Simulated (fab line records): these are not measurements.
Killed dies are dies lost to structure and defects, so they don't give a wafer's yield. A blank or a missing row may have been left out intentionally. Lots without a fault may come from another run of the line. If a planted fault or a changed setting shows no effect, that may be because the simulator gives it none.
Which tool is to blame?    flow n5 finfet    Sampling: 12 lots, 36 wafers, 6 of 1938 route steps

WHAT EACH GAUGE READ, for each wafer
N5_BEOL_M2_INSPECT_59: inspects for defects (darkfield).
lot   measured      on                 raw defect count
L076  day 7 18:04   defect inspect-01  45 35 46
L077  day 7 23:19   defect inspect-02  43 87 49
L078  day 8 04:41   defect inspect-02  79 148 108
L081  day 9 00:28   defect inspect-01  65 38 45
L083  day 9 04:24   defect inspect-01  51 31 31
L086  day 10 07:47  defect inspect-01  58 41 98
L087  day 10 13:32  defect inspect-02  107 123 68
L090  day 10 16:20  defect inspect-02  57 110 104
L091  day 11 05:34  defect inspect-02  44 30 62
L093  day 11 19:28  defect inspect-01  61 69 31
L094  day 12 01:41  defect inspect-02  68 62 112
L097  day 13 14:52  defect inspect-01  53 55 69

WHICH TOOL RAN EACH LOT (tool, then ch and the chambers of the sampled wafers, then the start)
lot   N5_BEOL_M2_DEGAS_44           N5_BEOL_M2_PRE_CLEAN_45       N5_BEOL_M2_ANNEAL_82          N5_BEOL_M2_ANNEAL_89          N5_BEOL_M2_ANNEAL_51
L076  pvd sputter-01, day 7 11:53   pvd sputter-01, day 7 11:55   pvd sputter-02, day 7 15:44   pvd sputter-02, day 7 16:10   rtp anneal-01 ch 0, day 7 17:16
L077  pvd sputter-03, day 7 17:35   pvd sputter-03, day 7 17:38   pvd sputter-03, day 7 20:59   pvd sputter-03, day 7 21:26   rtp anneal-02 ch 0, day 7 22:26
L078  pvd sputter-03, day 7 23:25   pvd sputter-03, day 7 23:27   pvd sputter-01, day 8 02:22   pvd sputter-01, day 8 02:49   rtp anneal-01 ch 0, day 8 03:49
L081  pvd sputter-03, day 8 18:03   pvd sputter-03, day 8 18:05   pvd sputter-01, day 8 21:03   pvd sputter-01, day 8 21:29   rtp anneal-02 ch 0, day 8 22:36
L083  pvd sputter-03, day 8 23:09   pvd sputter-03, day 8 23:11   pvd sputter-02, day 9 01:58   pvd sputter-02, day 9 02:25   rtp anneal-02 ch 0, day 9 03:34
L086  pvd sputter-03, day 10 04:12  pvd sputter-03, day 10 04:14  pvd sputter-03, day 10 05:23  pvd sputter-03, day 10 05:50  rtp anneal-01 ch 0, day 10 06:55
L087  pvd sputter-02, day 10 09:59  pvd sputter-02, day 10 10:02  pvd sputter-01, day 10 11:13  pvd sputter-01, day 10 11:40  rtp anneal-01 ch 0, day 10 12:42
L090  pvd sputter-01, day 10 12:53  pvd sputter-01, day 10 12:55  pvd sputter-03, day 10 14:00  pvd sputter-03, day 10 14:26  rtp anneal-01 ch 0, day 10 15:26
L091  pvd sputter-02, day 11 01:57  pvd sputter-02, day 11 01:59  pvd sputter-01, day 11 03:14  pvd sputter-01, day 11 03:40  rtp anneal-01 ch 0, day 11 04:44
L093  pvd sputter-03, day 11 15:58  pvd sputter-03, day 11 16:01  pvd sputter-02, day 11 17:05  pvd sputter-02, day 11 17:32  rtp anneal-02 ch 0, day 11 18:38
L094  pvd sputter-03, day 11 22:10  pvd sputter-03, day 11 22:12  pvd sputter-02, day 11 23:22  pvd sputter-02, day 11 23:48  rtp anneal-01 ch 0, day 12 00:53
L097  pvd sputter-01, day 13 08:23  pvd sputter-01, day 13 08:26  pvd sputter-02, day 13 09:40  pvd sputter-02, day 13 10:07  rtp anneal-01 ch 0, day 13 13:59
- N5_BEOL_M2_DEGAS_44: time 60 s.
- N5_BEOL_M2_PRE_CLEAN_45: time 30 s.
- N5_BEOL_M2_ANNEAL_82: time 240 s.
- N5_BEOL_M2_ANNEAL_89: time 240 s.
- N5_BEOL_M2_ANNEAL_51: time 90 s.

THE ANSWER, worked out from the rows above alone
Rule: usual is defined by the lots themselves. The widest of any qualifying gaps counts: lots, ordered by their means at a reading, are off when they make up no more than a third of the lots, leave a main group of 4 or more, and stand apart from it by 3 or more times the standard deviation of that group's means. Not used: any main group whose means are identical at the precision the tables above print for the reading. Also off: a lot with no number at a reading for which 4 or more lots have one. Where the step has rows for the other lots, those lots are counted as sound.
No lot is off on any of the readings shown, so nothing can be concluded from this.

WHAT THE SIMULATOR HAD INSERTED
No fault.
